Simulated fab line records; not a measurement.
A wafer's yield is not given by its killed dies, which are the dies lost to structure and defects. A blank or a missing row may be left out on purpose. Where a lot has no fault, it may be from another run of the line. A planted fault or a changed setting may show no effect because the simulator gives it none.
Which tool is to blame? || flow n5Finfet || Sampling: 10 lots, 30 wafers, 5 of 1938 route steps

WHAT THE GAUGES SHOWED, per wafer
N5_BEOL_M4_RC_MEAS_101.
{"lot": "L648", "measured": "day 8 06:04", "on": "prober-02", "DIBL_N (mV/V)": "34.3 35.2 35.5", "DIBL_P (mV/V)": "35.8 36.7 36.3", "IOFF_N (nA/um)": "0.140 0.143 0.152", "IOFF_P (nA/um)": "0.193 0.203 0.208", "ION_N (uA/um)": "663 666 671", "ION_P (uA/um)": "465 461 462", "SS_N (mV/dec)": "71.6 71.8 71.7", "SS_P (mV/dec)": "72.8 72.6 73.3", "VT_N (mV)": "250.5 251.5 249.1", "VT_P (mV)": "-251 -251 -249"}
{"lot": "L649", "measured": "day 8 17:36", "on": "prober-01", "DIBL_N (mV/V)": "36.9 34.8 37.4", "DIBL_P (mV/V)": "37.8 34.3 37.7", "IOFF_N (nA/um)": "0.177 0.138 0.188", "IOFF_P (nA/um)": "0.222 0.175 0.220", "ION_N (uA/um)": "669 678 690", "ION_P (uA/um)": "460 463 466", "SS_N (mV/dec)": "71.7 70.9 71.8", "SS_P (mV/dec)": "73.2 73.1 74.0", "VT_N (mV)": "248.6 253.1 247.8", "VT_P (mV)": "-249 -252 -250"}
{"lot": "L651", "measured": "day 9 03:20", "on": "prober-01", "DIBL_N (mV/V)": "37.1 36.6 36.3", "DIBL_P (mV/V)": "37.2 36.7 36.3", "IOFF_N (nA/um)": "0.180 0.178 0.169", "IOFF_P (nA/um)": "0.253 0.256 0.241", "ION_N (uA/um)": "687 675 684", "ION_P (uA/um)": "474 468 475", "SS_N (mV/dec)": "71.6 71.7 71.6", "SS_P (mV/dec)": "73.5 72.6 73.6", "VT_N (mV)": "247.7 247.2 244.9", "VT_P (mV)": "-247 -246 -245"}
{"lot": "L652", "measured": "day 9 18:49", "on": "prober-02", "DIBL_N (mV/V)": "38.8 35.9 37.8", "DIBL_P (mV/V)": "39.8 36.3 38.6", "IOFF_N (nA/um)": "0.211 0.160 0.187", "IOFF_P (nA/um)": "0.253 0.196 0.226", "ION_N (uA/um)": "694 677 679", "ION_P (uA/um)": "465 457 460", "SS_N (mV/dec)": "72.7 71.2 70.8", "SS_P (mV/dec)": "74.1 73.5 74.0", "VT_N (mV)": "248.9 250.0 249.7", "VT_P (mV)": "-249 -253 -253"}
{"lot": "L654", "measured": "day 10 00:01", "on": "prober-01", "DIBL_N (mV/V)": "38.3 35.9 37.5", "DIBL_P (mV/V)": "38.1 33.7 36.4", "IOFF_N (nA/um)": "0.188 0.130 0.166", "IOFF_P (nA/um)": "0.269 0.193 0.238", "ION_N (uA/um)": "683 663 663", "ION_P (uA/um)": "473 467 462", "SS_N (mV/dec)": "71.7 71.6 72.2", "SS_P (mV/dec)": "74.7 72.2 73.8", "VT_N (mV)": "248.0 253.9 250.4", "VT_P (mV)": "-245 -249 -250"}
{"lot": "L655", "measured": "day 10 11:13", "on": "prober-01", "DIBL_N (mV/V)": "36.3 37.1 36.9", "DIBL_P (mV/V)": "37.3 37.9 37.7", "IOFF_N (nA/um)": "0.169 0.187 0.176", "IOFF_P (nA/um)": "0.261 0.267 0.256", "ION_N (uA/um)": "678 673 689", "ION_P (uA/um)": "474 474 474", "SS_N (mV/dec)": "71.1 72.0 71.9", "SS_P (mV/dec)": "74.2 73.4 73.4", "VT_N (mV)": "248.6 245.1 248.4", "VT_P (mV)": "-245 -243 -244"}
{"lot": "L656", "measured": "day 10 18:02", "on": "prober-02", "DIBL_N (mV/V)": "36.5 36.8 37.5", "DIBL_P (mV/V)": "33.8 35.0 35.5", "IOFF_N (nA/um)": "0.151 0.151 0.163", "IOFF_P (nA/um)": "0.192 0.203 0.220", "ION_N (uA/um)": "676 678 677", "ION_P (uA/um)": "461 468 466", "SS_N (mV/dec)": "71.2 71.1 71.2", "SS_P (mV/dec)": "72.1 73.8 73.2", "VT_N (mV)": "250.4 249.4 249.3", "VT_P (mV)": "-251 -251 -248"}
{"lot": "L660", "measured": "day 11 17:27", "on": "prober-01", "DIBL_N (mV/V)": "36.7 36.7 37.4", "DIBL_P (mV/V)": "37.3 37.1 37.0", "IOFF_N (nA/um)": "0.152 0.151 0.160", "IOFF_P (nA/um)": "0.193 0.202 0.198", "ION_N (uA/um)": "677 673 665", "ION_P (uA/um)": "458 455 454", "SS_N (mV/dec)": "72.3 71.3 71.6", "SS_P (mV/dec)": "73.5 74.2 73.4", "VT_N (mV)": "249.6 251.6 251.6", "VT_P (mV)": "-254 -253 -254"}
{"lot": "L663", "measured": "day 11 23:09", "on": "prober-02", "DIBL_N (mV/V)": "35.3 36.2 36.7", "DIBL_P (mV/V)": "34.9 35.7 36.2", "IOFF_N (nA/um)": "0.123 0.135 0.145", "IOFF_P (nA/um)": "0.158 0.168 0.174", "ION_N (uA/um)": "667 672 664", "ION_P (uA/um)": "452 452 448", "SS_N (mV/dec)": "71.6 71.6 71.8", "SS_P (mV/dec)": "73.2 72.9 72.7", "VT_N (mV)": "255.3 253.1 252.7", "VT_P (mV)": "-256 -256 -255"}
{"lot": "L669", "measured": "day 13 13:08", "on": "prober-01", "DIBL_N (mV/V)": "35.8 34.8 37.9", "DIBL_P (mV/V)": "38.6 37.1 40.1", "IOFF_N (nA/um)": "0.164 0.143 0.199", "IOFF_P (nA/um)": "0.217 0.193 0.236", "ION_N (uA/um)": "677 677 686", "ION_P (uA/um)": "454 461 458", "SS_N (mV/dec)": "71.6 70.9 73.0", "SS_P (mV/dec)": "73.5 73.4 74.4", "VT_N (mV)": "248.1 252.1 248.2", "VT_P (mV)": "-249 -250 -249"}

WHAT TOOL EACH LOT RAN ON (gives the tool, then ch and the chambers of the sampled wafers, and finally the start)
{"lot": "L648", "N5_BEOL_M3_SURFACE_TREAT_85": "pvdSputter-02, day 7 13:31", "N5_BEOL_M3_ANNEAL_87": "pvdSputter-02, day 7 14:34", "N5_BEOL_M3_DEP_57": "pecvd-04 ch 0,2, day 7 16:35", "N5_BEOL_M4_COAT_62": "lithoTrack-04 ch 0, day 7 17:04"}
{"lot": "L649", "N5_BEOL_M3_SURFACE_TREAT_85": "pvdSputter-02, day 8 00:35", "N5_BEOL_M3_ANNEAL_87": "pvdSputter-02, day 8 01:41", "N5_BEOL_M3_DEP_57": "pecvd-04 ch 0,1,2, day 8 03:41", "N5_BEOL_M4_COAT_62": "lithoTrack-03 ch 0, day 8 04:34"}
{"lot": "L651", "N5_BEOL_M3_SURFACE_TREAT_85": "pvdSputter-02, day 8 11:56", "N5_BEOL_M3_ANNEAL_87": "pvdSputter-02, day 8 12:55", "N5_BEOL_M3_DEP_57": "pecvd-04 ch 1,2, day 8 14:55", "N5_BEOL_M4_COAT_62": "lithoTrack-04 ch 0, day 8 15:47"}
{"lot": "L652", "N5_BEOL_M3_SURFACE_TREAT_85": "pvdSputter-01, day 8 22:03", "N5_BEOL_M3_ANNEAL_87": "pvdSputter-02, day 8 23:04", "N5_BEOL_M3_DEP_57": "pecvd-02 ch 0,1,2, day 9 01:08", "N5_BEOL_M4_COAT_62": "lithoTrack-03 ch 0, day 9 01:35"}
{"lot": "L654", "N5_BEOL_M3_SURFACE_TREAT_85": "pvdSputter-01, day 9 06:29", "N5_BEOL_M3_ANNEAL_87": "pvdSputter-03, day 9 07:34", "N5_BEOL_M3_DEP_57": "pecvd-02 ch 0,1,2, day 9 09:35", "N5_BEOL_M4_COAT_62": "lithoTrack-03 ch 0, day 9 10:46"}
{"lot": "L655", "N5_BEOL_M3_SURFACE_TREAT_85": "pvdSputter-01, day 9 15:59", "N5_BEOL_M3_ANNEAL_87": "pvdSputter-03, day 9 17:25", "N5_BEOL_M3_DEP_57": "pecvd-01 ch 1,2, day 9 19:25", "N5_BEOL_M4_COAT_62": "lithoTrack-03 ch 0, day 9 20:10"}
{"lot": "L656", "N5_BEOL_M3_SURFACE_TREAT_85": "pvdSputter-01, day 9 20:32", "N5_BEOL_M3_ANNEAL_87": "pvdSputter-02, day 9 21:37", "N5_BEOL_M3_DEP_57": "pecvd-02 ch 0,1, day 9 23:38", "N5_BEOL_M4_COAT_62": "lithoTrack-02 ch 0, day 10 02:19"}
{"lot": "L660", "N5_BEOL_M3_SURFACE_TREAT_85": "pvdSputter-01, day 10 19:38", "N5_BEOL_M3_ANNEAL_87": "pvdSputter-03, day 10 21:23", "N5_BEOL_M3_DEP_57": "pecvd-04 ch 0,1, day 10 23:23", "N5_BEOL_M4_COAT_62": "lithoTrack-03 ch 0, day 11 01:21"}
{"lot": "L663", "N5_BEOL_M3_SURFACE_TREAT_85": "pvdSputter-01, day 11 06:07", "N5_BEOL_M3_ANNEAL_87": "pvdSputter-02, day 11 07:05", "N5_BEOL_M3_DEP_57": "pecvd-02 ch 0,1,2, day 11 09:07", "N5_BEOL_M4_COAT_62": "lithoTrack-03 ch 0, day 11 09:32"}
{"lot": "L669", "N5_BEOL_M3_SURFACE_TREAT_85": "pvdSputter-03, day 12 22:01", "N5_BEOL_M3_ANNEAL_87": "pvdSputter-01, day 12 23:08", "N5_BEOL_M3_DEP_57": "pecvd-01 ch 1,2, day 13 01:15", "N5_BEOL_M4_COAT_62": "lithoTrack-02 ch 0, day 13 02:07"}
- N5_BEOL_M3_SURFACE_TREAT_85
- N5_BEOL_M3_ANNEAL_87: time 240 s.
- N5_BEOL_M3_DEP_57: deposits SiCN from 3MS/NH3, target thk 8 nm, time 14 s.
- N5_BEOL_M4_COAT_62: time 60 s, resist thk 12 nm.

WHAT THE TOOLS THEMSELVES READ (means of the sampled wafers that have a number; where no wafer has one, the mark that the record gives instead)
N5_BEOL_M3_ANNEAL_87.
{"lot": "L648", "tool": "pvdSputter-02", "heaterPowerW (W)": 753, "susceptorTempC (C)": 399.87, "susceptor_temp_C_max": 400.9}
{"lot": "L649", "tool": "pvdSputter-02", "heaterPowerW (W)": 771, "susceptorTempC (C)": 399.94, "susceptor_temp_C_max": 400.7}
{"lot": "L651", "tool": "pvdSputter-02", "heaterPowerW (W)": 814, "susceptorTempC (C)": 399.92, "susceptor_temp_C_max": 401.1}
{"lot": "L652", "tool": "pvdSputter-02", "heaterPowerW (W)": 774, "susceptorTempC (C)": 400.07, "susceptor_temp_C_max": 401.1}
{"lot": "L654", "tool": "pvdSputter-03", "heaterPowerW (W)": 755, "susceptorTempC (C)": 399.98, "susceptor_temp_C_max": 400.8}
{"lot": "L655", "tool": "pvdSputter-03", "heaterPowerW (W)": 726, "susceptorTempC (C)": 399.89, "susceptor_temp_C_max": 400.6}
{"lot": "L656", "tool": "pvdSputter-02", "heaterPowerW (W)": 812, "susceptorTempC (C)": 400.12, "susceptor_temp_C_max": 400.9}
{"lot": "L660", "tool": "pvdSputter-03", "heaterPowerW (W)": 749, "susceptorTempC (C)": 399.98, "susceptor_temp_C_max": 400.7}
{"lot": "L663", "tool": "pvdSputter-02", "heaterPowerW (W)": 785, "susceptorTempC (C)": 400.21, "susceptor_temp_C_max": 401.3}
{"lot": "L669", "tool": "pvdSputter-01", "heaterPowerW (W)": 676, "susceptorTempC (C)": 399.83, "susceptor_temp_C_max": 400.7}

N5_BEOL_M3_DEP_57.
{"lot": "L648", "tool": "pecvd-04", "rfFwdPowerW (W)": 199.7, "showerheadPlenumPTorr (Torr)": 3.659, "throttleValvePct (%)": 8.7}
{"lot": "L649", "tool": "pecvd-04", "rfFwdPowerW (W)": 199.1, "showerheadPlenumPTorr (Torr)": 3.654, "throttleValvePct (%)": 8.6}
{"lot": "L651", "tool": "pecvd-04", "rfFwdPowerW (W)": 199.8, "showerheadPlenumPTorr (Torr)": 3.661, "throttleValvePct (%)": 8.4}
{"lot": "L652", "tool": "pecvd-02", "rfFwdPowerW (W)": 199.6, "showerheadPlenumPTorr (Torr)": 3.657, "throttleValvePct (%)": 9.4}
{"lot": "L654", "tool": "pecvd-02", "rfFwdPowerW (W)": 199.3, "showerheadPlenumPTorr (Torr)": 3.660, "throttleValvePct (%)": 9.4}
{"lot": "L655", "tool": "pecvd-01", "rfFwdPowerW (W)": 199.5, "showerheadPlenumPTorr (Torr)": 3.658, "throttleValvePct (%)": 8.7}
{"lot": "L656", "tool": "pecvd-02", "rfFwdPowerW (W)": 200.3, "showerheadPlenumPTorr (Torr)": 3.662, "throttleValvePct (%)": 9.4}
{"lot": "L660", "tool": "pecvd-04", "rfFwdPowerW (W)": 198.5, "showerheadPlenumPTorr (Torr)": 3.656, "throttleValvePct (%)": 8.7}
{"lot": "L663", "tool": "pecvd-02", "rfFwdPowerW (W)": 199.5, "showerheadPlenumPTorr (Torr)": 3.660, "throttleValvePct (%)": 9.0}
{"lot": "L669", "tool": "pecvd-01", "rfFwdPowerW (W)": 200.6, "showerheadPlenumPTorr (Torr)": 3.662, "throttleValvePct (%)": 8.8}

N5_BEOL_M4_COAT_62.
{"lot": "L648", "tool": "lithoTrack-04", "heaterPowerTotalW (W)": 428.9, "spinSpeedRpm (rpm)": 1499.7}
{"lot": "L649", "tool": "lithoTrack-03", "heaterPowerTotalW (W)": 426.1, "spinSpeedRpm (rpm)": 1499.7}
{"lot": "L651", "tool": "lithoTrack-04", "heaterPowerTotalW (W)": 426.8, "spinSpeedRpm (rpm)": 1500.1}
{"lot": "L652", "tool": "lithoTrack-03", "heaterPowerTotalW (W)": 426.1, "spinSpeedRpm (rpm)": 1499.1}
{"lot": "L654", "tool": "lithoTrack-03", "heaterPowerTotalW (W)": 427.7, "spinSpeedRpm (rpm)": 1500.1}
{"lot": "L655", "tool": "lithoTrack-03", "heaterPowerTotalW (W)": 426.2, "spinSpeedRpm (rpm)": 1500.0}
{"lot": "L656", "tool": "lithoTrack-02", "heaterPowerTotalW (W)": 428.8, "spinSpeedRpm (rpm)": 1500.8}
{"lot": "L660", "tool": "lithoTrack-03", "heaterPowerTotalW (W)": 429.1, "spinSpeedRpm (rpm)": 1629.9}
{"lot": "L663", "tool": "lithoTrack-03", "heaterPowerTotalW (W)": 429.7, "spinSpeedRpm (rpm)": 1630.5}
{"lot": "L669", "tool": "lithoTrack-02", "heaterPowerTotalW (W)": 426.7, "spinSpeedRpm (rpm)": 1500.0}

THE ANSWER, worked out from the rows above alone
Rule: the lots themselves supply what counts as usual. The widest of any qualifying gaps counts: lots, ordered by their means at a reading, are off when they make up no more than a third of the lots, leave a main group of 4 or more, and stand apart from it by 3 or more times the standard deviation of that group's means. A main group is skipped when, at the precision printed for the reading in the tables above, its means are all equal. Also off: a lot with no number at a reading for which 4 or more lots have one. Any other lot the step has rows for is counted as sound. After the gauges, taken in route order, come the tools' own readings; for these a lot's mean is taken, as printed above. The first step at which some lot is off is used, and at that step the reading that is off furthest; a lot without a number counts as furthest.
Off: L660, L663 (N5_BEOL_M4_COAT_62, spinSpeedRpm). Mean 1499.9 rpm and standard deviation 0.45 in the main group.
A tool fits if, at that step or a process step before it, it ran every lot that is off, and no sound lot after the first of them. 2 tools fit, pvdSputter-01 at N5_BEOL_M3_SURFACE_TREAT_85 and lithoTrack-03 at N5_BEOL_M4_COAT_62, so this cannot tell which one it is.

WHAT THE SIMULATOR PUT IN
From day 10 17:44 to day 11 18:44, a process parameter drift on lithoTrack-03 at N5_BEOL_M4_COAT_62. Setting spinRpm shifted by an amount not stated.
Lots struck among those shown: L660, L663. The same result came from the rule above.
